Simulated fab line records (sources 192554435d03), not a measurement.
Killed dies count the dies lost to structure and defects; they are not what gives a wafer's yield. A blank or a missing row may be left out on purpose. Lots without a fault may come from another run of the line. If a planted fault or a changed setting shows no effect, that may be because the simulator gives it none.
Comparing a struck lot with a sound one | flow n5Finfet | 15 steps out of a route of 1938
Sound: the wafers L863.1, L863.3, L863.6. Struck: wafer L873.5; the same lot's L873.6 was not struck, so it is left out; see the end for the cause.
Order at every step that has rows: each side's tool, ch and its chambers, its first start. Under that, the readings that differ: sound wafers | struck wafers | difference of the means | sigmas: that difference in standard deviations of wafers without a fault.
alike: a reading whose means differ by less than 2 such deviations, as well as words and numbers matching on both sides. not compared: withheld readings; readings where some wafer has no value; bounds like >300 that might hide an equal value; numbers whose values overlap and for which the record gives no deviation.
A row with sigmas, a row that says differs or no value, or rows on one side alone: a step with any of these is where the two part. Numbers that have no deviation but don't overlap get no sigmas and don't part them. A reading missing from all wafers of one side parts the sides only when that side holds two or more wafers.

N5_BEOL_M11_TRENCH_ETCH_37: etches SiCOH lowk in C4F6/O2, target depth 148.83 nm, time 48 s.
  sound on rieDiel-01 ch 0,1,2; struck on rieDiel-02 ch 1
  alike: C4F6_flow_sccm, drypumpMotorCurrentA, mfcArSccm, oesProductAu, rfVppV, showerheadPlenumPTorr, throttleValvePct
  not compared: rfHoursCounterH
then, 2 steps without rows for these wafers: N5_BEOL_M11_ETCH_41 (etches SiCN in CH3F/O2, target depth 42.6 nm, time 86 s); N5_BEOL_M11_STRIP_77 (strips in N2/H2, time 10 s).
N5_BEOL_M11_OCD_MEAS_38:
  struck on ocd-01, day 14 16:44; sound on ocd-01, day 11 23:32
  alike: trenchDepthNm
then, 4 steps without rows for these wafers: N5_BEOL_M11_HM_STRIP_39 (strips TiN in peroxide tin strip, target depth 25 nm, time 158 s); N5_BEOL_M11_SRD_40 (time 30 s); N5_BEOL_M11_PRECLEAN_42 (cleans in residue remover, time 60 s); N5_BEOL_M11_SRD_43 (time 30 s).
N5_BEOL_M11_CD_MEAS_35: the cd target is 70 nm.
  struck on cdSem-01, day 14 16:53; sound on cdSem-02, day 11 23:41
reading   | sound          | struck | difference | sigmas
cdNm (nm) | 69.5 68.9 70.2 | 72.0   | +2.5       | +3
N5_BEOL_M11_CURE_72: cures SiCOH lowk, time 120 s.
  sound on uvCure-01 ch 1, day 11 23:43; struck on uvCure-02 ch 1, day 14 17:07
  alike: lampPowerPct, wafer_temp_C_max
N5_BEOL_M11_DEGAS_44: time 60 s.
  struck on pvdSputter-01, day 14 17:31; sound on pvdSputter-01, day 12 00:11
  alike: heaterPowerW
N5_BEOL_M11_PRE_CLEAN_45: time 30 s.
  struck on pvdSputter-01, day 14 17:33; sound on pvdSputter-01, day 12 00:14
  alike: heaterPowerW
N5_BEOL_M11_ALD_74: deposits TaN, target thk 2 nm, pulse time 2 s, purge time 3 s.
  sound on aldMetal-03 ch 1,2, day 12 00:17; struck on aldMetal-03 ch 3, day 14 17:43
reading                                 | sound    | struck | difference | sigmas
aldCycles                               | 40 40 40 | 73     | +33        | 
model.TaN_of_BEOL_M11_ALD_74.thkNm (nm) | 2 2 2    | 3.6    | +1.6       | 
  alike: heaterPowerW
N5_BEOL_M11_SURFACE_TREAT_76:
  struck on pvdSputter-01, day 14 17:58; sound on pvdSputter-03, day 12 00:37
  not compared: throttleValvePct
after that, 1 step had no rows for these wafers: N5_PASSIVATION_PROBE_49.

## WHERE THEY PART
At N5_BEOL_M11_CD_MEAS_35 and nowhere else, as far as this record goes. Later steps at which nothing parts them and some readings are alike: N5_BEOL_M11_CURE_72, N5_BEOL_M11_DEGAS_44, N5_BEOL_M11_PRE_CLEAN_45, N5_BEOL_M11_ALD_74.

WHY: the cause the simulator had injected
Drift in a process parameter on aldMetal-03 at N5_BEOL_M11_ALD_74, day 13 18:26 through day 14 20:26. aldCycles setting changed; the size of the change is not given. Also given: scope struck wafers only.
